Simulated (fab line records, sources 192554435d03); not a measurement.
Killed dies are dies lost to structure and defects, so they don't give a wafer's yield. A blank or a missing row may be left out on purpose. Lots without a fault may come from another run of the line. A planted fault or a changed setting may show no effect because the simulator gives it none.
fab line records | flow n5_finfet
record lots=6 wafers=18 last_day=16
route steps=1938 shown HKMG_FIN@407 BEOL_M4@1111
lots that met no fault: from a run of the same line without faults
start_h: hours from the record's first day to the start of the lot's first wafer shown | wait_h: hours since the lot's step before | " the same as in the row above | L1.1+2: a row that stands for several wafers | - no value, or no start given | * or withheld: withheld | < > ~ a bound
route shown NAME@n: a module of which the file shows steps, and the number in the route of the first | usual: mean/standard deviation of fault-free wafers | same: alike in all rows | chamber/n: place in a boat | sites: the reading at each site | _std_site: their standard deviation | _edge_site: outer sites' mean less inner sites' | radius_mm: how far each site lies from the wafer's centre | mask NAME#n: copy n | behind: the tool/chamber that last shaped the wafer | hold: why the lot was held/for how many hours/how that ended | device: the transistor (n, p or np) that didn't switch | end of line: the same wafers' tests at the end of the route | a step without rows: its recipe alone | killed: dies lost to structure and defects at the first sort, not the wafer's yield | map: a wafer's dies, x killed, . not, _ none there
set.NAME: the setting as run; set.NAME@STEP: as run at that earlier step | model.NAME: the simulator's own value behind a step, which no gauge read
lots at some steps of the route; a table a step, a row a wafer
services: from which hour (start_h, from the record's first day; less than 0 if before it) a tool's chamber was out of use, for how many hours, and why
## steps
# step N5_HKMG_FIN_STRIP_93
# recipe chemistry=N2/H2 material=SOC time_s=20 power_w=500 temp_c=40 pressure_mtorr=50 rf_frequency_hz=6e+07 bias_power_w=8 h2_frac=0.5 n2_flow_sccm=300 h2_flow_sccm=300
# usual drypump_motor_current_A=5.8/0.54 n2_flow_sccm=300.1/0.78 oes_product_au=0.78/0.088 rf_vpp_V=54.2/0.88 showerhead_plenum_p_Torr=3.37/0.1 throttle_valve_pct=19.2/0.38
# columns lot.wafer tool chamber start_h wait_h drypump_motor_current_A n2_flow_sccm oes_product_au rf_hours_counter_h rf_vpp_V showerhead_plenum_p_Torr throttle_valve_pct
L677.1 rie_diel-06 1 80.73 0.2 5.7 299.3 0.78 106 56.4 3.52 19.4
L677.2 " 0 " " 6.9 298.5 0.81 79 55.2 3.27 18.5
L677.6 " 2 " " 6.0 300.6 0.75 - 54.4 3.24 18.7
L681.2 rie_diel-02 3 103.94 0.2 5.1 299.2 0.69 197 52.0 3.34 19.9
L681.3 " 2 " " 6.5 300.8 0.86 69 53.9 3.40 19.0
L681.5 " 2 " " 6.5 300.5 0.86 - 54.6 3.41 19.1
L684.2 rie_diel-02 3 120.38 0.2 5.1 299.3 0.67 205 54.5 3.34 19.9
L684.3 " 1 " " 5.5 299.6 0.72 192 53.5 3.48 19.4
L684.5 " 1 " " 5.5 300.5 0.72 - 54.6 3.48 19.4
L685.3 rie_diel-04 0 124.10 0.2 6.6 299.9 0.69 227 53.9 3.31 18.9
L685.5 " 3 " " 6.0 301.6 0.87 - 55.5 3.56 18.9
L685.6 " 2 " " 5.9 299.8 0.85 - 54.3 3.28 19.1
L686.1 rie_diel-02 1 132.21 0.2 5.5 300.1 0.72 198 54.1 3.48 19.4
L686.2 " 3 " " 5.1 299.3 0.68 210 55.6 3.34 19.9
L686.4 " 0 " " 5.3 300.7 0.94 - 54.8 3.30 19.2
L696.1 rie_diel-06 3 196.79 0.2 4.9 300.9 0.80 100 53.7 3.39 19.5
L696.5 " 1 " " 5.7 300.0 0.74 - 54.3 3.50 19.5
L696.6 " 2 " " 5.9 299.5 0.72 - 53.7 3.22 18.7
# step N5_HKMG_FIN_WET_ETCH_76
# recipe chemistry=dNH4OH mix=1:50 temp_c=25 target=Al2O3 stop_on=La2O3 target_depth_nm=2.25 dry=ipa_marangoni rinse_time_s=30 rinse_temp_c=23
# step N5_HKMG_FIN_STRIP_60
# recipe chemistry=N2/H2 power_w=2500 temp_c=300 h2_frac=0.65 time_s=360 pressure_mtorr=withheld n2_flow_sccm=1750 h2_flow_sccm=3250
# usual drypump_motor_current_A=5.4/0.57 heater_power_w=451/26 n2_flow_sccm=1750/5.6
# columns lot.wafer tool chamber start_h wait_h drypump_motor_current_A heater_power_w n2_flow_sccm rf_hours_counter_h
L677.1 plasma_asher-02 0 80.88 0.0 4.9 457 1742 86
L677.2 " 1 " " 5.2 418 1750 86
L677.6 " 1 " " 5.2 423 1747 -
L681.2 plasma_asher-01 1 104.09 0.0 5.3 463 1744 46
L681.3 " 0 " " 6.6 479 1753 -
L681.5 " 1 " " 5.3 458 1740 -
L684.2 plasma_asher-02 1 120.53 0.0 5.2 420 1743 94
L684.3 " 0 " " 4.9 477 1746 -
L684.5 " 1 " " 5.2 417 1747 -
L685.3 plasma_asher-01 1 124.37 0.1 5.3 464 1749 -
L685.5 " 1 " " 5.3 464 1750 -
L685.6 " 0 " " 6.6 464 1751 -
L686.1 plasma_asher-02 1 132.37 0.0 5.2 412 1759 96
L686.2 " 0 " " 4.9 469 1764 96
L686.4 " 0 " " 4.9 457 1756 -
L696.1 plasma_asher-01 1 196.94 0.0 5.3 456 1747 56
L696.5 " 0 " " 6.6 475 1748 -
L696.6 " 1 " " 5.3 458 1749 -
# step N5_HKMG_FIN_WET_ETCH_77
# recipe chemistry=dHCl mix=1:10000 temp_c=25 target=La2O3 stop_on=HfO2 target_depth_nm=2
# step N5_HKMG_FIN_WET_ETCH_78
# recipe chemistry=dNH4OH mix=1:50 temp_c=25 target=Al2O3 stop_on=La2O3 target_depth_nm=4.5 dry=ipa_marangoni rinse_time_s=30 rinse_temp_c=23
# step N5_HKMG_FIN_ALD_79
# recipe material=TiN target_thk_a=15 temp_c=400 ald_precursor_family=TiCl4 ald_co_reactant=NH3 pulse_time_s=1 purge_time_s=3 co_reactant_purge_time_s=2 co_reactant_pulse_time_s=2 ald_cycles=68 pressure_torr=3
# usual heater_power_w=900/110 precursor_pulse_height_rel=1.000/0.021 susceptor_temp_C=400.01/0.19
# same ald_cycles=68
# columns lot.wafer tool chamber start_h wait_h heater_power_w precursor_pulse_height_rel susceptor_temp_C
L677.1 ald_metal-03 3 81.43 0.1 658 1.004 400.12
L677.2 " 1 " " 939 0.992 399.71
L677.6 " 1 " " 937 1.029 399.96
L681.2 ald_metal-04 3 104.57 0.0 1030 1.052 400.08
L681.3 " 2 " " 1006 0.994 400.01
L681.5 " 3 " " 1038 1.027 400.01
L684.2 ald_metal-04 1 121.03 0.0 1066 1.009 399.82
L684.3 " 2 " " 1053 1.027 400.03
L684.5 " 3 " " 1014 0.992 400.19
L685.3 ald_metal-02 3 124.73 0.0 852 0.990 399.92
L685.5 " 0 " " 898 0.987 400.09
L685.6 " 3 " " 833 0.983 400.15
L686.1 ald_metal-04 1 132.86 0.0 1024 1.027 400.09
L686.2 " 0 " " 832 0.997 399.90
L686.4 " 3 " " 1009 1.000 399.89
L696.1 ald_metal-02 2 197.43 0.0 906 1.002 400.08
L696.5 " 2 " " 889 1.009 400.20
L696.6 " 3 " " 827 0.989 400.21
# step N5_HKMG_FIN_CVD_62
# recipe material=a-Si target_thk_a=30 temp_c=500 precursor=Si2H6 pressure_torr=1 time_s=20.8
# usual heater_power_w=1423/170
# columns lot.wafer tool chamber start_h wait_h heater_power_w
L677.1 thermal_cvd_si-02 0 81.80 0.2 1376
L677.2 " 2 " " 1329
L677.6 " 0 " " 1402
L681.2 thermal_cvd_si-01 2 104.93 0.2 1252
L681.3 " 1 " " 1279
L681.5 " 2 " " 1260
L684.2 thermal_cvd_si-02 2 121.39 0.2 1356
L684.3 " 0 " " 1408
L684.5 " 2 " " 1337
L685.3 thermal_cvd_si-01 2 125.10 0.2 1263
L685.5 " 0 " " 1668
L685.6 " 2 " " 1218
L686.1 thermal_cvd_si-02 2 133.22 0.2 1340
L686.2 " 0 " " 1387
L686.4 " 0 " " 1381
L696.1 thermal_cvd_si-02 0 197.79 0.2 1412
L696.5 " 1 " " 1619
L696.6 " 2 " " 1330
# step N5_HKMG_FIN_RTA_80
# recipe temp_c=withheld time_s=2 ambient=N2 idle_temp_c=600 ramp_up_c_per_s=150 ramp_down_c_per_s=60 cool_to_c=600
# step N5_HKMG_FIN_PRECLEAN_64
# recipe chemistry=dHF time_s=30 temp_c=25 dilution=withheld
# step N5_HKMG_FIN_WET_ETCH_65
# recipe chemistry=TMAH temp_c=70 conc_wt_pct=5 target=a-Si stop_on=TiN time_s=49 target_depth_nm=3
# step N5_HKMG_FIN_WET_ETCH_81
# recipe chemistry=SC1 target=TiN stop_on=HfO2 mix=1:1:5 temp_c=60 time_s=57 target_depth_nm=6
# step N5_HKMG_FIN_WET_ETCH_82
# recipe chemistry=dHCl mix=1:10000 temp_c=25 target=La2O3 stop_on=HfO2 target_depth_nm=2 dry=ipa_marangoni rinse_time_s=30 rinse_temp_c=23
# step N5_HKMG_FIN_ALD_36
# recipe material=TiN target_thk_a=10 temp_c=400 ald_precursor_family=TiCl4 ald_co_reactant=NH3 pulse_time_s=1 purge_time_s=3 co_reactant_purge_time_s=2 co_reactant_pulse_time_s=2 ald_cycles=47 pressure_torr=3
# usual heater_power_w=869/110 precursor_pulse_height_rel=1.000/0.019 susceptor_temp_C=400.01/0.22
# same ald_cycles=47
# columns lot.wafer tool chamber start_h wait_h heater_power_w precursor_pulse_height_rel susceptor_temp_C
L677.1 ald_metal-04 2 82.50 0.0 1014 0.988 399.96
L677.2 " 0 " " 827 0.993 399.78
L677.6 " 3 " " 1041 0.995 400.26
L681.2 ald_metal-03 0 105.34 0.0 802 0.985 400.21
L681.3 " 1 " " 929 0.960 400.21
L681.5 " 1 " " 924 1.005 400.06
L684.2 ald_metal-02 2 121.78 0.0 908 0.979 399.99
L684.3 " 0 " " 911 1.000 400.11
L684.5 " 2 " " 891 1.001 400.15
L685.3 ald_metal-03 0 125.63 0.0 794 0.990 403.90
L685.5 " 0 " " 812 1.018 404.06
L685.6 " 3 " " 682 0.997 403.98
L686.1 ald_metal-03 3 133.68 0.0 681 1.012 403.79
L686.2 " 0 " " 798 1.007 403.67
L686.4 " 2 " " 926 0.980 404.09
L696.1 ald_metal-03 3 198.29 0.0 670 0.992 399.69
L696.5 " 0 " " 791 0.966 399.73
L696.6 " 3 " " 678 1.011 399.71
# step N5_HKMG_FIN_THK_MEAS_70
# recipe thk_meas_gauge=xrf reads=HfO2_of_HKMG_FIN_HK_ALD_01
# usual HK_THK=1.610/0.02
# columns lot.wafer tool chamber start_h wait_h HK_THK[nm]
L677.1 film_metro-02 - 82.78 0.2 1.633
L677.2 " - " " 1.625
L677.6 " - " " 1.594
L681.2 film_metro-01 - 105.62 0.2 1.617
L681.3 " - " " 1.604
L681.5 " - " " 1.604
L684.2 film_metro-02 - 122.07 0.2 1.560
L684.3 " - " " 1.585
L684.5 " - " " 1.575
L685.3 film_metro-01 - 125.91 0.2 1.607
L685.5 " - " " 1.599
L685.6 " - " " 1.599
L686.1 film_metro-01 - 133.96 0.2 1.595
L686.2 " - " " 1.606
L686.4 " - " " 1.595
L696.1 film_metro-02 - 198.57 0.2 1.658
L696.5 " - " " 1.616
L696.6 " - " " 1.609
# step N5_BEOL_M4_RC_MEAS_101
# usual DIBL_N=36.3/1 DIBL_P=36.2/1.4 IOFF_N=0.157/0.021 IOFF_P=0.206/0.025 ION_N=673/9 ION_P=461/6.4 SS_N=71.5/0.5 SS_P=73.2/0.47 VT_N=249.9/2.4 VT_P=-250.6/2.9
# columns lot.wafer tool chamber start_h wait_h DIBL_N[mV/V] DIBL_P[mV/V] IOFF_N[nA/um] IOFF_P[nA/um] ION_N[uA/um] ION_P[uA/um] SS_N[mV/dec] SS_P[mV/dec] VT_N[mV] VT_P[mV]
L677.1 prober-01 0 173.24 0.0 37.1 36.7 0.159 0.207 667 459 71.2 73.3 249.3 -251.0
L677.2 " 0 " " 36.7 35.9 0.154 0.192 669 457 71.2 73.5 252.6 -253.4
L677.6 " 0 " " 35.7 35.5 0.141 0.186 680 465 70.9 73.5 251.5 -252.5
L681.2 prober-02 0 199.80 0.2 36.6 37.1 0.158 0.208 670 457 71.3 73.6 251.4 -251.3
L681.3 " 0 " " 34.5 34.7 0.138 0.184 673 465 71.1 73.2 250.4 -249.8
L681.5 " 0 " " 36.5 37.6 0.159 0.216 663 454 71.3 73.7 252.1 -251.2
L684.2 prober-02 0 206.60 0.2 35.1 34.1 0.125 0.161 655 444 71.0 72.9 256.7 -255.4
L684.3 " 0 " " 37.0 36.5 0.158 0.193 686 465 71.8 73.1 249.2 -253.4
L684.5 " 0 " " 37.7 36.6 0.166 0.201 666 456 71.8 73.0 249.7 -252.3
L685.3 prober-02 0 211.57 0.3 37.2 37.5 0.185 0.217 680 455 71.5 73.9 246.9 -251.1
L685.5 " 0 " " 35.6 35.5 0.149 0.187 675 463 71.3 73.5 248.9 -252.3
L685.6 " 0 " " 35.9 35.8 0.148 0.181 672 453 71.0 72.6 251.5 -255.0
L686.1 prober-02 0 214.82 0.0 36.6 35.4 0.141 0.191 660 459 71.7 73.0 249.0 -250.9
L686.2 " 0 " " 37.3 36.1 0.148 0.205 665 455 72.1 73.3 251.6 -251.9
L686.4 " 0 " " 35.8 34.9 0.130 0.182 674 459 71.0 72.7 250.5 -252.0
L696.1 prober-01 0 287.14 0.7 35.0 35.7 0.142 0.211 672 465 71.1 73.6 251.9 -249.7
L696.5 " 0 " " 34.8 34.8 0.135 0.197 663 460 71.2 72.9 253.0 -250.3
L696.6 " 0 " " 34.8 35.1 0.132 0.201 666 462 71.5 73.0 251.2 -251.1
## services
# columns tool chamber start_h hours kind
thermal_cvd_si-02 1 63.71 14.3 repair
rie_diel-02 0 85.26 - clean
rie_diel-02 0 85.26 - consumable_replace:focus_ring
rie_diel-02 0 85.26 18.9 scheduled_down
rie_diel-02 0 85.26 18.9 vent_cycle
rie_diel-04 0 96.47 9.4 repair
thermal_cvd_si-02 - 104.50 2.8 pm
ald_metal-04 - 106.56 0.5 repair
rie_diel-04 1 108.49 18.2 repair
plasma_asher-02 - 108.90 1.4 repair
thermal_cvd_si-01 1 147.79 12.3 repair
rie_diel-04 1 151.30 - clean
rie_diel-04 1 151.30 - consumable_replace:focus_ring
rie_diel-04 1 151.30 20.6 scheduled_down
rie_diel-04 1 151.30 20.6 vent_cycle
plasma_asher-01 - 153.76 14.6 pm
rie_diel-06 2 154.30 2.7 repair
plasma_asher-01 - 168.36 28.1 pm
rie_diel-02 - 187.98 14.6 pm
rie_diel-04 0 191.11 - clean
rie_diel-04 0 191.11 - consumable_replace:focus_ring
rie_diel-04 0 191.11 17.0 scheduled_down
thermal_cvd_si-02 - 193.04 1.0 repair
ald_metal-03 1 197.08 2.4 repair
## key
first_sign step=N5_HKMG_FIN_ALD_36 reading=susceptor_temp_C direction=up sigmas=18 usual=* struck=*
effect none on later readings
met_at N5_HKMG_FIN_ALD_36
struck_wafers L685.3,L685.5,L685.6,L686.1,L686.2,L686.4
onset_between 105.34 125.63
fault kind=process_parameter_drift tool=ald_metal-03 chamber=- onset_h=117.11 steps=N5_HKMG_FIN_ALD_36 channel=temp_c offset=* shape=step end_h=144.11 acts_in=* stated=*
